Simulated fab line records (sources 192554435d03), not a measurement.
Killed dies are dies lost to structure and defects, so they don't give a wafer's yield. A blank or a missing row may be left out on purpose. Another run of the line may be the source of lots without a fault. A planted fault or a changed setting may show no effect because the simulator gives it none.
Matching of chambers ; flow n5 finfet ; N5_FIN_CUT_ETCH_30 on rie diel-01 has 4 sister chambers
The step etches underlayer in N2/H2, target depth 13 nm, time 10.4 s. 8 wafers are shown with their chamber, then 7 later ones without.

## EACH WAFER AND ITS CHAMBER
wafer;chamber;showerhead plenum p Torr (Torr);drypump motor current A (A)
L082.5;3;2.50;5.4
L086.4;2;2.62;5.7
L086.6;0;2.57;6.4
L090.3;1;2.71;5.8
L090.4;2;2.62;5.8
L090.6;1;2.71;5.8
L095.2;3;2.49;5.4
L095.3;0;2.57;6.5

## WAFERS WITH NO CHAMBER GIVEN
wafer;showerhead plenum p Torr (Torr);drypump motor current A (A)
L095.4;2.61;5.7
L096.1;2.57;6.5
L096.3;2.61;5.7
L096.5;2.61;5.7
L097.1;2.61;5.7
L097.2;2.57;6.4
L097.3;2.70;5.7

## THE CHAMBER EACH PASSED THROUGH
wafer;from the rows above;in truth
L095.4;2;2
L096.1;0;0
L096.3;2;2
L096.5;2;2
L097.1;2;2
L097.2;0;0
L097.3;1;1
Placed correctly: 7 of 7. Can't be placed from these rows: 0. Wrongly placed: 0.
How it was worked out, from the rows above alone: a wafer's distance from a chamber is the root of the sum, over the readings, of the square of ((its reading less the chamber's mean) divided by the reading's scatter). If the next closest chamber is less than 2 further off than the closest, the wafer can't be placed; otherwise it belongs to the closest. The mean given for a chamber averages the wafers shown for that chamber. The scatter: take each reading less its chamber's mean, square it, sum over the shown wafers, divide by the number of wafers less the number of chambers, and take the root.
